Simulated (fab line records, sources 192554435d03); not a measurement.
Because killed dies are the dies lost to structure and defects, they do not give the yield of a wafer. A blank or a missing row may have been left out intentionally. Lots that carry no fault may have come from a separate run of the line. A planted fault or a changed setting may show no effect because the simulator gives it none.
Struck lot and sound lot, side by side / flow n5-finfet / 13 steps out of a route of 1938
Sound: these wafers, L489.2, L489.3, L489.5. Struck: wafer L496.1 (left out: L496.2, L496.3 of the same lot, which were not struck); the cause appears at the end.
Per side, at each step with rows, come the tool, then ch with its chambers, and then its first start. Under that, the readings that differ: sound wafers / struck wafers / difference of the means / sigmas: that difference in standard deviations of wafers without a fault.
alike: readings whose means differ by less than 2 such deviations, and words and numbers that are the same on both sides. not compared: withheld readings, readings that some wafer has no value for, bounds like >300 that may hide the same value, and numbers for which the record gives no deviation and whose values overlap.
Wherever a step has rows on one side only, a row that says differs or no value, or a row with sigmas, the two part there. When numbers do not overlap yet have no deviation, they are printed without sigmas and do not part them. Lack of a reading on every wafer of one side parts them only where that side has two or more wafers.

first, 1 step without rows for these wafers: N5_BEOL_M5_CVD_47 (deposits Co from CCTBA/H2, target thk 3 nm, time 216 s).
N5_BEOL_M5_SPUTTER_48: material Cu, target thk 15 nm, time 27.62 s.
  sound on pvd-sputter-02, day 10 10:48; struck on pvd-sputter-01, day 14 15:04
  alike: throttle-valve-pct
N5_BEOL_M5_ANNEAL_49: time 1800 s.
  sound on pvd-sputter-02, day 10 10:53; struck on pvd-sputter-01, day 14 15:09
  alike: heater-power-w
N5_BEOL_M5_SPUTTER_81: material Cu, target thk 15 nm, time 27.62 s.
  sound on pvd-sputter-02, day 10 11:53; struck on pvd-sputter-01, day 14 16:10
  alike: throttle-valve-pct
then, 5 steps without rows for these wafers: N5_BEOL_M5_ANNEAL_82 (time 1800 s); N5_BEOL_M5_SPUTTER_83 (material Cu, target thk 15 nm, time 27.62 s); N5_BEOL_M5_ANNEAL_84 (time 1800 s); N5_BEOL_M5_SPUTTER_88 (material Cu, target thk 15 nm, time 27.62 s); N5_BEOL_M5_ANNEAL_89 (time 1800 s).
N5_BEOL_M5_SPUTTER_90: material Cu, target thk 4.5 nm, time 8.29 s.
  sound on pvd-sputter-02, day 10 15:08; struck on pvd-sputter-01, day 14 19:25
  alike: throttle-valve-pct
then, 1 step without rows for these wafers: N5_BEOL_M5_ECD_50 (material Cu, target thk 300 nm).
N5_BEOL_M5_ANNEAL_51: time 90 s.
  sound on rtp-anneal-01 ch 0, day 10 15:23; struck on rtp-anneal-01 ch 0, day 14 19:37
  alike: wafer_temp_C_max
N5_BEOL_M5_CMP_52: polishes, stops on SiCOH lowk, t overpolish 6.9 s, target thk 62 nm.
  sound on cmp-04 ch 0,2, day 10 15:41; struck on cmp-02 ch 2, day 14 19:55
reading=barrier-field-endpoint-s (s); sound=24.2 24.6 25.0; struck=13.8; difference=-10.8; sigmas=-16
reading=time-to-endpoint-s (s); sound=61 61 63; struck=34; difference=-28; sigmas=-9
reading=model.Cu_of_BEOL_M5_ECD_50.thk-nm (nm); sound=61.6 62.2 62.8; struck=59.8; difference=-2.4; sigmas=
  alike: motor-current-A, overpolish-run-s, platen-rpm
  not compared: model.SiCOH_lowk_of_BEOL_M5_ILD_DEP_00.thk-nm

## WHERE THEY PART
At N5_BEOL_M5_CMP_52 and nowhere else, as far as this record goes.

WHY: what the simulator had put in
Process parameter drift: cmp-02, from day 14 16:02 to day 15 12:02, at N5_BEOL_M5_CMP_52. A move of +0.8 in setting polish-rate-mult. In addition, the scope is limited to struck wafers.
